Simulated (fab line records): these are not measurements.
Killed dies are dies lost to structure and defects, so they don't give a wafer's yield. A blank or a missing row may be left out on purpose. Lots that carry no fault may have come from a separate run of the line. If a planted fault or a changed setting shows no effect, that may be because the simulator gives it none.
Split-lot trial | flow n5 finfet | on a route of 1938 steps: 7 lots, 21 wafers read

THE SPLIT
At N5_BEOL_M5_ETCH_41 (etches SiCN in CH3F/O2, target depth 31.5 nm, time 56.7 s), the setting source w was moved away from the recipe's 395 W on 5 of the 21 wafers read, by -11.9% to +14.0%. For the rest of the wafers, this setting stayed at what the recipe calls for.

The split's own step is where the reading is taken.

THE READING
rf vpp V, in V, at N5_BEOL_M5_ETCH_41 (etches SiCN in CH3F/O2, target depth 31.5 nm, time 56.7 s). Typical for fault-free wafers on this fab line: 297.4 V, with standard deviation 1.4 V.

wafer  | tool, chamber at the split | source w as run, W | against the recipe | rf vpp V, V | against lot-mates on the recipe
L080.3 | rie diel-02, 0             | 395                | recipe             | 295.6       | -
L080.5 | rie diel-02, 3             | 395                | recipe             | 297.2       | -
L080.6 | rie diel-02, 2             | 348                | -11.9%             | 309.6       | +13.2
L082.4 | rie diel-03, 1             | 436.8              | +10.6%             | 287.4       | -9.8
L082.5 | rie diel-03, 3             | 395                | recipe             | 299.1       | -
L082.6 | rie diel-03, 0             | 395                | recipe             | 295.3       | -
L083.3 | rie diel-02, 3             | 367.2              | -7.0%              | 302.5       | +5.7
L083.4 | rie diel-02, 1             | 367.2              | -7.0%              | 306.8       | +10.0
L083.5 | rie diel-02, 2             | 395                | recipe             | 296.8       | -
L084.1 | rie diel-06, 0             | 395                | recipe             | 299.5       | -
L084.3 | rie diel-06, 3             | 395                | recipe             | 297.0       | -
L084.4 | rie diel-06, 2             | 395                | recipe             | 298.0       | -
L086.1 | rie diel-06, 3             | 395                | recipe             | 297.4       | -
L086.4 | rie diel-06, 2             | 395                | recipe             | 297.2       | -
L086.6 | rie diel-06, 3             | 395                | recipe             | 296.2       | -
L092.1 | rie diel-02, 3             | 395                | recipe             | 297.0       | -
L092.3 | rie diel-02, 2             | 450.2              | +14.0%             | 283.5       | -15.1
L092.4 | rie diel-02, 1             | 395                | recipe             | 300.3       | -
L097.2 | rie diel-02, 0             | 395                | recipe             | 296.3       | -
L097.4 | rie diel-02, 1             | 395                | recipe             | 299.8       | -
L097.6 | rie diel-02, 1             | 395                | recipe             | 301.3       | -

THE FIT
A straight line over all 21 wafers: rf vpp V changes by -0.998 V for each +1% of source w; r = -0.95; the points scatter about the line by 1.7 V.
The same after taking each lot's own level away (the mean of its wafers on the recipe; 21 wafers): -1.06 V for each +1%; r = -0.97; scatter 1.5 V.
That fit puts the effect of the largest move of source w on the reading at 15 V.
The lots' own levels span 296.40 to 299.13 V, that is 2.0 times the standard deviation above.
Hence the lot-to-lot level has little effect on the slope; both slopes agree.
Check: with one of the wafers moved furthest among these (+14.0%) left out of the fit, the line predicts -14.5 V for it against its lot-mates. Against them it came out at -15.1 V.
Tool readings at the split's step, against how far the setting was moved: rf vpp V r = -0.95.

FILE'S OWN FIT
rf vpp V changes by -1.06 V for each +1% of source w, r = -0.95.
